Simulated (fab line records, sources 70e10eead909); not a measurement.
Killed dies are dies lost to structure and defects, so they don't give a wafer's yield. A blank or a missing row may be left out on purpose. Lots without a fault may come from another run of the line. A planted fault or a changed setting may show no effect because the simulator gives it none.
Which tool did it? | flow nand_harc | 24 lots, 72 wafers sampled, at 6 steps of a route of 1302

WHAT THE GAUGES READ, wafer by wafer
NHARC_P_GATE_CD_MEAS_11: target cd 1640 nm.
lot  | measured     | on        | cd_nm (nm)
L074 | day 4 17:11  | cd_sem-03 | 1636.9 1638.5 1641.1
L075 | day 4 20:41  | cd_sem-03 | 1638.8 1638.5 1642.8
L076 | day 5 05:54  | cd_sem-02 | 1641.0 1642.9 1637.6
L077 | day 5 12:19  | cd_sem-03 | 1642.8 1640.1 1638.5
L078 | day 6 00:32  | cd_sem-01 | 1638.2 1639.4 1638.8
L079 | day 6 15:26  | cd_sem-02 | 1638.1 1640.8 1636.1
L080 | day 7 06:23  | cd_sem-03 | 1641.3 1640.5 1641.9
L081 | day 7 06:14  | cd_sem-02 | 1640.6 1638.4 1639.7
L082 | day 7 19:41  | cd_sem-03 | 1637.0 1641.8 1640.8
L083 | day 8 11:05  | cd_sem-03 | 1641.3 1639.0 1644.9
L084 | day 8 16:16  | cd_sem-02 | 1634.3 1639.4 1639.3
L085 | day 9 00:47  | cd_sem-02 | 1642.2 1642.4 1640.4
L086 | day 9 13:28  | cd_sem-01 | 1638.7 1635.7 1642.4
L087 | day 9 18:00  | cd_sem-03 | 1639.7 1637.9 1640.5
L088 | day 10 11:35 | cd_sem-03 | 1638.7 1643.0 1639.2
L089 | day 10 11:25 | cd_sem-01 | 1638.3 1637.1 1642.9
L090 | day 11 01:00 | cd_sem-03 | 1643.2 1642.1 1644.9
L091 | day 11 08:47 | cd_sem-03 | 1639.7 1641.7 1638.5
L092 | day 11 20:50 | cd_sem-03 | 1640.7 1634.5 1638.3
L093 | day 12 07:41 | cd_sem-02 | 1638.0 1642.9 1641.4
L094 | day 12 15:16 | cd_sem-02 | 1635.8 1639.6 1639.1
L095 | day 13 04:37 | cd_sem-01 | 1640.7 1643.7 1641.7
L096 | day 13 13:57 | cd_sem-01 | 1642.9 1639.6 1636.6
L097 | day 13 20:20 | cd_sem-02 | 1641.0 1640.6 1641.3

NHARC_A_SOURCE_PLATE_THK_MEAS_09: measures by ellipsometry.
lot  | measured     | on            | thk_nm (nm)
L074 | day 7 09:40  | film_metro-01 | 10.0 10.9 8.0
L075 | day 7 20:32  | film_metro-02 | 9.7 9.2 9.6
L076 | day 7 20:34  | film_metro-01 | 9.7 10.3 10.7
L077 | day 8 16:44  | film_metro-01 | 10.1 10.1 9.6
L078 | day 8 16:44  | film_metro-02 | 9.4 8.8 9.1
L079 | day 9 07:41  | film_metro-02 | 9.0 8.9 11.8
L080 | day 10 00:22 | film_metro-01 | 10.8 8.8 7.1
L081 | day 10 00:22 | film_metro-02 | 9.4 8.7 11.4
L082 | day 10 12:39 | film_metro-01 | 9.6 8.7 9.2
L083 | day 11 05:18 | film_metro-02 | 9.1 10.2 11.0
L084 | day 11 18:20 | film_metro-02 | 8.8 9.7 10.3
L085 | day 12 02:52 | film_metro-01 | 9.1 8.5 10.4
L086 | day 12 12:07 | film_metro-01 | 10.0 11.9 9.1
L087 | day 12 12:07 | film_metro-02 | 9.4 9.8 8.7
L088 | day 13 06:25 | film_metro-02 | 9.8 9.6 10.0
L089 | day 13 06:26 | film_metro-02 | 10.0 11.6 9.6
L090 | day 13 20:49 | film_metro-02 | 10.1 10.5 10.4
L091 | day 14 06:30 | film_metro-02 | 10.4 9.3 9.8
L092 | day 14 15:04 | film_metro-02 | 9.5 9.1 9.9
L093 | day 15 00:08 | film_metro-02 | 10.4 9.0 8.3
L094 | day 15 07:42 | film_metro-02 | 9.3 9.5 10.7
L095 | day 15 23:14 | film_metro-02 | 10.5 9.2 9.3
L096 | day 16 07:31 | film_metro-02 | 8.8 11.0 10.3
L097 | day 17 04:04 | film_metro-02 | 8.7 9.6 8.3

WHICH TOOL RAN EACH LOT (tool, then ch and the chambers of the sampled wafers, then the start)
lot  | NHARC_P_STI_DESCUM_14              | NHARC_P_STI_ETCH_42                | NHARC_P_GATE_STRIP_101             | NHARC_A_ZERO_WELL_RTA_16
L074 | rie_diel-10 ch 0,2,3, day 3 02:14  | rie_diel-10 ch 0,2, day 3 02:19    | rie_diel-08 ch 0,1,3, day 5 18:26  | rtp_anneal-01 ch 0, day 7 02:07
L075 | rie_diel-09 ch 0,2,3, day 3 09:11  | rie_diel-09 ch 2,3, day 3 09:18    | rie_diel-08 ch 1,3, day 6 02:11    | rtp_anneal-01 ch 0, day 7 09:29
L076 | rie_diel-04 ch 0,1,3, day 3 16:02  | rie_diel-04 ch 0,1, day 3 16:08    | rie_diel-08 ch 1,3, day 6 07:43    | rtp_anneal-01 ch 0, day 7 14:59
L077 | rie_diel-09 ch 0,1,2, day 4 00:25  | rie_diel-09 ch 0,1, day 4 00:29    | rie_diel-08 ch 1,2,3, day 7 01:56  | rtp_anneal-02 ch 0, day 8 09:16
L078 | rie_diel-09 ch 0,3, day 4 11:12    | rie_diel-09 ch 2,3, day 4 11:17    | rie_diel-12 ch 0,3, day 7 04:07    | rtp_anneal-02 ch 0, day 8 11:12
L079 | rie_diel-09 ch 0,1, day 4 23:58    | rie_diel-09 ch 0,1,3, day 5 00:03  | rie_diel-12 ch 0,2,3, day 7 16:50  | rtp_anneal-02 ch 0, day 9 00:46
L080 | rie_diel-10 ch 1,2, day 5 10:44    | rie_diel-10 ch 0,1,3, day 5 10:50  | rie_diel-08 ch 0,1,3, day 8 10:19  | rtp_anneal-01 ch 0, day 9 17:23
L081 | rie_diel-04 ch 1,2, day 5 17:40    | rie_diel-04 ch 0,1,2, day 5 17:46  | rie_diel-08 ch 1,2, day 8 08:44    | rtp_anneal-02 ch 0, day 9 15:58
L082 | rie_diel-09 ch 0,1, day 6 03:16    | rie_diel-09 ch 1,2, day 6 03:20    | rie_diel-12 ch 2,3, day 8 21:40    | rtp_anneal-01 ch 0, day 10 05:27
L083 | rie_diel-10 ch 1,2,3, day 6 18:26  | rie_diel-10 ch 1,2,3, day 6 18:30  | rie_diel-12 ch 0,2,3, day 9 13:57  | rtp_anneal-02 ch 0, day 10 22:17
L084 | rie_diel-04 ch 0,1,2, day 7 03:03  | rie_diel-04 ch 0,1,3, day 7 03:08  | rie_diel-12 ch 0,2,3, day 9 22:05  | rtp_anneal-01 ch 0, day 11 10:56
L085 | rie_diel-10 ch 0,1,3, day 7 09:36  | rie_diel-10 ch 2,3, day 7 09:41    | rie_diel-08 ch 0,1, day 10 06:52   | rtp_anneal-02 ch 0, day 11 19:23
L086 | rie_diel-10 ch 0,1,3, day 7 22:28  | rie_diel-10 ch 0,1,2, day 7 22:32  | rie_diel-02 ch 0,2, day 10 18:04   | rtp_anneal-02 ch 0, day 12 03:47
L087 | rie_diel-09 ch 1,2,3, day 8 06:15  | rie_diel-09 ch 1,2,3, day 8 06:20  | rie_diel-08 ch 0,1,2, day 10 17:31 | rtp_anneal-02 ch 0, day 12 03:02
L088 | rie_diel-10 ch 0,1,3, day 8 18:16  | rie_diel-10 ch 0,3, day 8 18:20    | rie_diel-12 ch 2,3, day 11 14:23   | rtp_anneal-02 ch 0, day 12 22:57
L089 | rie_diel-10 ch 0,1, day 9 03:06    | rie_diel-10 ch 0,1,2, day 9 03:11  | rie_diel-02 ch 0,3, day 11 15:11   | rtp_anneal-01 ch 0, day 12 23:44
L090 | rie_diel-10 ch 0,1,3, day 9 14:07  | rie_diel-10 ch 0,1,3, day 9 14:12  | rie_diel-02 ch 0,2,3, day 12 06:02 | rtp_anneal-01 ch 0, day 13 13:19
L091 | rie_diel-04 ch 0,1,2, day 9 21:23  | rie_diel-04 ch 0,2,3, day 9 21:28  | rie_diel-08 ch 0,1, day 12 16:18   | rtp_anneal-01 ch 0, day 13 23:32
L092 | rie_diel-09 ch 2,3, day 10 07:51   | rie_diel-09 ch 2,3, day 10 07:59   | rie_diel-02 ch 0,1,3, day 12 21:44 | rtp_anneal-02 ch 0, day 14 04:40
L093 | rie_diel-09 ch 0,3, day 10 19:13   | rie_diel-09 ch 1,2,3, day 10 19:19 | rie_diel-02 ch 0,3, day 13 09:06   | rtp_anneal-01 ch 0, day 14 17:08
L094 | rie_diel-04 ch 0,2,3, day 11 04:25 | rie_diel-04 ch 1,2, day 11 04:29   | rie_diel-12 ch 1,3, day 13 16:14   | rtp_anneal-01 ch 0, day 15 00:22
L095 | rie_diel-10 ch 0,1, day 11 15:41   | rie_diel-10 ch 0,1, day 11 15:46   | rie_diel-12 ch 1,2,3, day 14 08:28 | rtp_anneal-02 ch 0, day 15 15:49
L096 | rie_diel-10 ch 0,1,3, day 12 02:27 | rie_diel-10 ch 0,1, day 12 02:33   | rie_diel-02 ch 0,1, day 14 16:27   | rtp_anneal-01 ch 0, day 16 00:13
L097 | rie_diel-10 ch 1,2,3, day 12 09:55 | rie_diel-10 ch 1,2, day 12 10:00   | rie_diel-12 ch 0,3, day 14 22:53   | rtp_anneal-02 ch 0, day 16 06:23
- NHARC_P_STI_DESCUM_14: chemistry O2, time 3 s.
- NHARC_P_STI_ETCH_42: etches the open film in N2/H2, target depth 80 nm, overetch 24 nm, time 61 s.
- NHARC_P_GATE_STRIP_101: strips in O2, time 20 s.
- NHARC_A_ZERO_WELL_RTA_16: time 10 s.

WHAT THE TOOLS THEMSELVES READ (means of the sampled wafers that have a number; where no wafer has one, the mark that the record gives instead)
NHARC_P_STI_DESCUM_14.
lot  | tool        | drypump_motor_current_A (A) | oes_product_au (a.u.) | rf_vpp_V (V) | showerhead_plenum_p_Torr (Torr) | throttle_valve_pct (%)
L074 | rie_diel-10 | 5.6                         | 0.996                 | 57.7         | 1.94                            | 11.305
L075 | rie_diel-09 | 5.6                         | 1.013                 | 57.1         | 1.86                            | 11.310
L076 | rie_diel-04 | 5.6                         | 1.004                 | 58.5         | 1.90                            | 11.313
L077 | rie_diel-09 | 5.7                         | 0.998                 | 57.9         | 1.86                            | 11.314
L078 | rie_diel-09 | 5.2                         | 1.005                 | 57.3         | 1.87                            | 11.303
L079 | rie_diel-09 | 5.3                         | 1.005                 | 57.9         | 1.88                            | 11.317
L080 | rie_diel-10 | 5.7                         | 0.998                 | 57.9         | 1.94                            | 11.313
L081 | rie_diel-04 | 5.3                         | 1.008                 | 58.0         | 1.97                            | 11.306
L082 | rie_diel-09 | 5.5                         | 1.010                 | 57.7         | 1.93                            | 11.320
L083 | rie_diel-10 | 5.8                         | 1.008                 | 58.1         | 1.93                            | 11.308
L084 | rie_diel-04 | 5.3                         | 0.998                 | 58.2         | 1.95                            | 11.311
L085 | rie_diel-10 | 5.8                         | 1.004                 | 57.9         | 1.87                            | 11.315
L086 | rie_diel-10 | 5.8                         | 1.002                 | 57.3         | 1.87                            | 11.314
L087 | rie_diel-09 | 5.9                         | 0.996                 | 58.3         | 1.92                            | 11.303
L088 | rie_diel-10 | 5.8                         | 1.001                 | 58.2         | 1.87                            | 11.311
L089 | rie_diel-10 | 5.4                         | 1.003                 | 57.1         | 1.89                            | 11.308
L090 | rie_diel-10 | 5.8                         | 1.003                 | 57.9         | 1.87                            | 11.310
L091 | rie_diel-04 | 5.3                         | 0.996                 | 57.3         | 1.95                            | 11.305
L092 | rie_diel-09 | 6.0                         | 0.991                 | 57.6         | 1.84                            | 11.304
L093 | rie_diel-09 | 5.2                         | 0.996                 | 57.5         | 1.87                            | 11.311
L094 | rie_diel-04 | 5.5                         | 1.005                 | 57.7         | 1.90                            | 11.324
L095 | rie_diel-10 | 5.4                         | 1.003                 | 57.7         | 1.89                            | 11.309
L096 | rie_diel-10 | 5.8                         | 1.001                 | 57.4         | 1.87                            | 11.306
L097 | rie_diel-10 | 5.8                         | 1.001                 | 57.8         | 1.93                            | 11.320

NHARC_P_STI_ETCH_42.
lot  | tool        | drypump_motor_current_A (A) | oes_product_au (a.u.) | rf_vpp_V (V) | showerhead_plenum_p_Torr (Torr) | throttle_valve_pct (%)
L074 | rie_diel-10 | 5.2                         | 1.016                 | 432.8        | 2.15                            | 14.171
L075 | rie_diel-09 | 5.8                         | 1.007                 | 431.6        | 2.04                            | 14.167
L076 | rie_diel-04 | 5.4                         | 0.999                 | 431.6        | 2.09                            | 14.167
L077 | rie_diel-09 | 5.3                         | 0.995                 | 429.6        | 2.00                            | 14.180
L078 | rie_diel-09 | 5.8                         | 1.012                 | 430.7        | 2.04                            | 14.178
L079 | rie_diel-09 | 5.5                         | 1.001                 | 431.1        | 2.05                            | 14.166
L080 | rie_diel-10 | 5.8                         | 0.996                 | 429.5        | 2.00                            | 14.170
L081 | rie_diel-04 | 5.3                         | 1.004                 | 432.0        | 2.08                            | 14.169
L082 | rie_diel-09 | 6.0                         | 1.008                 | 429.9        | 2.05                            | 14.172
L083 | rie_diel-10 | 5.8                         | 1.002                 | 431.1        | 2.06                            | 14.176
L084 | rie_diel-04 | 5.6                         | 1.004                 | 429.7        | 2.03                            | 14.169
L085 | rie_diel-10 | 5.9                         | 0.997                 | 429.9        | 2.05                            | 14.167
L086 | rie_diel-10 | 5.4                         | 1.001                 | 430.7        | 2.08                            | 14.177
L087 | rie_diel-09 | 5.9                         | 1.005                 | 429.8        | 2.04                            | 14.173
L088 | rie_diel-10 | 6.0                         | 0.995                 | 428.8        | 1.98                            | 14.173
L089 | rie_diel-10 | 5.4                         | 1.005                 | 432.0        | 2.08                            | 14.166
L090 | rie_diel-10 | 5.8                         | 0.999                 | 428.9        | 2.00                            | 14.167
L091 | rie_diel-04 | 5.5                         | 1.007                 | 430.5        | 2.03                            | 14.165
L092 | rie_diel-09 | 6.0                         | 1.008                 | 428.9        | 1.97                            | 14.173
L093 | rie_diel-09 | 5.9                         | 0.998                 | 431.0        | 2.04                            | 14.182
L094 | rie_diel-04 | 5.3                         | 1.005                 | 431.5        | 2.10                            | 14.172
L095 | rie_diel-10 | 5.4                         | 1.006                 | 429.0        | 2.01                            | 14.171
L096 | rie_diel-10 | 5.4                         | 1.011                 | 429.8        | 2.01                            | 14.176
L097 | rie_diel-10 | 5.4                         | 0.996                 | 432.6        | 2.14                            | 14.171

NHARC_P_GATE_STRIP_101.
lot  | tool        | drypump_motor_current_A (A) | oes_product_au (a.u.) | rf_vpp_V (V) | showerhead_plenum_p_Torr (Torr) | throttle_valve_pct (%)
L074 | rie_diel-08 | 5.6                         | 1.005                 | 58.1         | 3.44                            | 17.041
L075 | rie_diel-08 | 5.3                         | 0.993                 | 57.7         | 3.45                            | 17.038
L076 | rie_diel-08 | 5.7                         | 0.996                 | 58.1         | 3.51                            | 17.040
L077 | rie_diel-08 | 5.5                         | 0.985                 | 57.2         | 3.42                            | 17.042
L078 | rie_diel-12 | 6.0                         | 1.010                 | 58.2         | 3.57                            | 17.033
L079 | rie_diel-12 | 5.6                         | 1.005                 | 57.9         | 3.54                            | 17.044
L080 | rie_diel-08 | 5.6                         | 0.997                 | 57.4         | 3.44                            | 17.035
L081 | rie_diel-08 | 5.1                         | 0.993                 | 57.7         | 3.36                            | 17.039
L082 | rie_diel-12 | 5.8                         | 1.012                 | 58.6         | 3.60                            | 17.049
L083 | rie_diel-12 | 5.6                         | 1.000                 | 57.9         | 3.53                            | 17.037
L084 | rie_diel-12 | 5.6                         | 1.013                 | 58.4         | 3.53                            | 17.027
L085 | rie_diel-08 | 5.6                         | 1.010                 | 57.4         | 3.36                            | 17.029
L086 | rie_diel-02 | 5.1                         | 1.012                 | 58.0         | 3.68                            | 17.045
L087 | rie_diel-08 | 5.4                         | 1.006                 | 57.4         | 3.35                            | 17.037
L088 | rie_diel-12 | 5.8                         | 1.007                 | 57.5         | 3.60                            | 17.024
L089 | rie_diel-02 | 5.3                         | 0.999                 | 58.5         | 3.68                            | 17.040
L090 | rie_diel-02 | 5.1                         | 0.990                 | 57.3         | 3.67                            | 17.037
L091 | rie_diel-08 | 5.6                         | 0.982                 | 57.0         | 3.36                            | 17.044
L092 | rie_diel-02 | 5.4                         | 0.995                 | 58.0         | 3.64                            | 17.039
L093 | rie_diel-02 | 5.3                         | 1.002                 | 57.8         | 3.67                            | 17.038
L094 | rie_diel-12 | 5.8                         | 0.991                 | 58.1         | 3.54                            | 17.036
L095 | rie_diel-12 | 5.5                         | 0.996                 | 57.3         | 3.51                            | 17.042
L096 | rie_diel-02 | 5.6                         | 0.989                 | 57.9         | 3.61                            | 17.034
L097 | rie_diel-12 | 5.9                         | 0.993                 | 58.6         | 3.49                            | 17.034

NHARC_A_ZERO_WELL_RTA_16.
lot  | tool          | lamp_power_pct (%) | lamp_zone_7_pct (%) | wafer_temp_C_max
L074 | rtp_anneal-01 | 26.61              | 27.04               | 1004.6
L075 | rtp_anneal-01 | 26.61              | 27.04               | 1004.5
L076 | rtp_anneal-01 | 26.60              | 27.02               | 1004.4
L077 | rtp_anneal-02 | 26.24              | 26.63               | 1005.0
L078 | rtp_anneal-02 | 26.22              | 26.65               | 1004.0
L079 | rtp_anneal-02 | 26.25              | 26.66               | 1004.5
L080 | rtp_anneal-01 | 26.59              | 27.04               | 1004.8
L081 | rtp_anneal-02 | 26.22              | 26.65               | 1004.8
L082 | rtp_anneal-01 | 26.61              | 27.03               | 1005.5
L083 | rtp_anneal-02 | 26.22              | 26.63               | 1004.8
L084 | rtp_anneal-01 | 26.60              | 27.02               | 1004.0
L085 | rtp_anneal-02 | 26.22              | 26.60               | 1004.8
L086 | rtp_anneal-02 | 26.19              | 26.64               | 1004.7
L087 | rtp_anneal-02 | 26.22              | 26.66               | 1004.1
L088 | rtp_anneal-02 | 26.20              | 26.63               | 1004.6
L089 | rtp_anneal-01 | 26.54              | 26.99               | 1003.6
L090 | rtp_anneal-01 | 26.59              | 27.00               | 1005.0
L091 | rtp_anneal-01 | 26.56              | 27.01               | 1004.8
L092 | rtp_anneal-02 | 26.20              | 26.62               | 1004.8
L093 | rtp_anneal-01 | 26.58              | 27.00               | 1004.6
L094 | rtp_anneal-01 | 26.62              | 27.05               | 1004.8
L095 | rtp_anneal-02 | 26.25              | 26.65               | 1005.1
L096 | rtp_anneal-01 | 26.54              | 26.98               | 1004.5
L097 | rtp_anneal-02 | 26.20              | 26.66               | 1004.3

THE ANSWER, worked out from the rows above alone
Rule: what is usual is taken from the lots themselves. Put in order of their means at a reading, lots are off if they are a third of the lots or fewer, leave a main group of 4 or more, and stand apart from it by a gap of 3 or more times the standard deviation of the main group's means; of several such gaps the widest counts. A main group whose means are all the same, to the digits that the tables above print for the reading, isn't used. A lot without any number at a reading at which 4 lots or more have one is off too. The other lots that the step has rows for count as sound. The gauges are gone through in route order, then the tools' own readings, and for those a lot's mean is taken as printed above. The first step at which some lot is off is used, and at that step the reading that is off furthest; a lot without a number counts as furthest.
No lot is off at any reading shown: from this, nothing can be told.

WHAT THE SIMULATOR HAD PUT IN
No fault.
